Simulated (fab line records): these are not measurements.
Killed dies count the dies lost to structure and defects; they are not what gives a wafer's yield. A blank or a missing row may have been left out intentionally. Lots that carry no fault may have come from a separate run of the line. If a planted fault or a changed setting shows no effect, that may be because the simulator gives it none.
Which tool is to blame? || flow n5 finfet || route of 1938 steps, sampled at 1 step: 11 lots, 29 wafers

WHAT THE GAUGES SHOWED, per wafer
N5_BEOL_M14_THK_MEAS_50: measures by xrf.
{"lot": "L894", "measured": "day 12 02:25", "on": "film metro-02", "M14_THK (nm)": "568 580 543"}
{"lot": "L897", "measured": "day 13 11:13", "on": "film metro-01", "M14_THK (nm)": "578 546 556"}
{"lot": "L903", "measured": "day 14 10:22", "on": "film metro-01", "M14_THK (nm)": "576 581 556"}
{"lot": "L907", "measured": "day 15 13:40", "on": "film metro-02", "M14_THK (nm)": "565 581 589"}
{"lot": "L904", "measured": "day 15 17:28", "on": "film metro-01", "M14_THK (nm)": "580 573 543"}
{"lot": "L908", "measured": "day 16 04:47", "on": "film metro-01", "M14_THK (nm)": "563 563 539"}
{"lot": "L909", "measured": "day 17 05:16", "on": "film metro-02", "M14_THK (nm)": "572 548"}
{"lot": "L911", "measured": "day 17 15:44", "on": "film metro-02", "M14_THK (nm)": "559 535"}
{"lot": "L913", "measured": "day 18 11:43", "on": "film metro-01", "M14_THK (nm)": "580 576 582"}
{"lot": "L914", "measured": "day 18 17:22", "on": "film metro-01", "M14_THK (nm)": "568 575"}
{"lot": "L915", "measured": "day 18 17:41", "on": "film metro-01", "M14_THK (nm)": "547 582"}

WHICH TOOL RAN EACH LOT (tool, then ch and the chambers of the sampled wafers, then the start)
Before these readings, the record contains no process step.

THE ANSWER, worked out from the rows above alone
Rule: the lots themselves supply what counts as usual. The widest of any qualifying gaps counts: lots, ordered by their means at a reading, are off when they make up no more than a third of the lots, leave a main group of 4 or more, and stand apart from it by 3 or more times the standard deviation of that group's means. Not used: any main group whose means are identical at the precision the tables above print for the reading. A lot without any number at a reading at which 4 lots or more have one is off too. All remaining lots with rows at the step are treated as sound.
Across all readings shown, no lot is off: no conclusion can be drawn from this.

WHAT THE SIMULATOR HAD INSERTED
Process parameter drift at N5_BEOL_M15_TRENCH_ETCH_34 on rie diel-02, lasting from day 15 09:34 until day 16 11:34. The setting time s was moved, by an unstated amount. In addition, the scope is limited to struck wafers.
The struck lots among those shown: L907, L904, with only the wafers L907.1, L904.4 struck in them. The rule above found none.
